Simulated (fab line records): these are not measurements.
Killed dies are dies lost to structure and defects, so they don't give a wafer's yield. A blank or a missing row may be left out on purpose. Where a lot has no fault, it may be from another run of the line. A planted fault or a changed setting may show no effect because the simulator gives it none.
Comparing a struck lot with a sound one :: flow nand-harc :: 15 out of 1159 route steps
Sound: these wafers, L339.1, L339.3, L339.6. Struck: wafers L352.3, L352.6. (L352.2 of the same lot was not struck and is left out.) The cause comes at the end.
Each step with rows lists, per side, the tool, then ch with its chambers, then its first start. Under that, the readings that differ: sound wafers :: struck wafers :: difference of the means :: sigmas: that difference in standard deviations of wafers without a fault.
alike: readings whose means differ by less than 2 such deviations, and words and numbers that are the same on both sides. not compared: withheld readings, readings that some wafer has no value for, bounds like >300 that may hide the same value, and numbers for which the record gives no deviation and whose values overlap.
A row with sigmas, a row that says differs or no value, or rows on one side alone: a step with any of these is where the two part. Numbers that don't overlap but have no deviation are shown without sigmas and don't part them. Lack of a reading on every wafer of one side parts them only where that side has two or more wafers.

first, 7 steps without rows for these wafers: NHARC_A_BONDPAD_COAT_33 (time 65 s); NHARC_A_BONDPAD_COAT_03 (resist thk 600 nm); NHARC_A_BONDPAD_SOFTBAKE_04 (time 70 s); NHARC_A_BONDPAD_EBR_05; NHARC_A_BONDPAD_EXPOSE_06 (exposes mask A BPAD); NHARC_A_BONDPAD_PEB_07 (peb time 80 s); NHARC_A_BONDPAD_DEVELOP_08 (time 50 s).
NHARC_A_BONDPAD_CD_MEAS_09: the cd target is 500 nm.
  sound on cd-sem-02 ch 0, day 18 18:49; struck on cd-sem-01 ch 0, day 22 13:19
  alike: cd-nm
NHARC_A_BONDPAD_OVL_MEAS_35:
  struck on overlay-02, day 22 13:24; sound on overlay-01, day 18 18:55
  alike: overlay-x-nm, overlay-y-nm
then, 1 step without rows for these wafers: NHARC_A_BONDPAD_HARDBAKE_10 (time 65 s).
NHARC_A_BONDPAD_DESCUM_11: chemistry O2, time 3 s.
  sound on rie-diel-01 ch 1,2, day 18 19:02; struck on rie-diel-01 ch 1,2, day 22 13:32
  alike: chamber-pressure-mTorr, drypump-motor-current-A, oes-product-au, rf-vpp-V, showerhead-plenum-p-Torr, throttle-valve-pct
  not compared: rf-hours-counter-h
NHARC_A_BONDPAD_ETCH_34: etches the open film in N2/H2, target depth 60 nm, overetch 18 nm, time 65.91 s.
  sound on rie-diel-01 ch 0,2,3, day 18 19:08; struck on rie-diel-01 ch 1,2, day 22 13:36
  alike: chamber-pressure-mTorr, drypump-motor-current-A, oes-product-au, rf-fwd-power-W, rf-vpp-V, showerhead-plenum-p-Torr, throttle-valve-pct
  not compared: rf-hours-counter-h
NHARC_A_BONDPAD_ETCH_12: etches the open film in CHF3/O2, target depth 220 nm, time 110 s.
  sound on rie-diel-01 ch 1,3, day 18 19:13; struck on rie-diel-01 ch 0, day 22 13:42
reading: oes-product-au (a.u.)
sound: 0.976 0.969 0.982
struck: 0.726 0.737
difference: -0.244
sigmas: -11

reading: rf-fwd-power-W (W)
sound: 499.0 498.7 499.6
struck: 297.5 296.6
difference: -202.1
sigmas: -99 or more
  alike: chamber-pressure-mTorr, drypump-motor-current-A, rf-vpp-V, showerhead-plenum-p-Torr, throttle-valve-pct
  not compared: rf-hours-counter-h
NHARC_A_BONDPAD_CD_MEAS_13:
  struck on cd-sem-03, day 22 13:51; sound on cd-sem-01, day 18 19:21
  alike: cd-nm
NHARC_END_SORT_01:
  only the struck wafers appear in the record here, on prober-02 ch 0 at day 23 19:36; the sound ones have no rows

== WHERE THEY PART ==
At NHARC_A_BONDPAD_ETCH_12 first; at NHARC_END_SORT_01 last (within this record only).

WHY: whatever the simulator had introduced
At NHARC_A_BONDPAD_ETCH_12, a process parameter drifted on rie-diel-01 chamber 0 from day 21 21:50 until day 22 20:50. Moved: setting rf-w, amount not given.
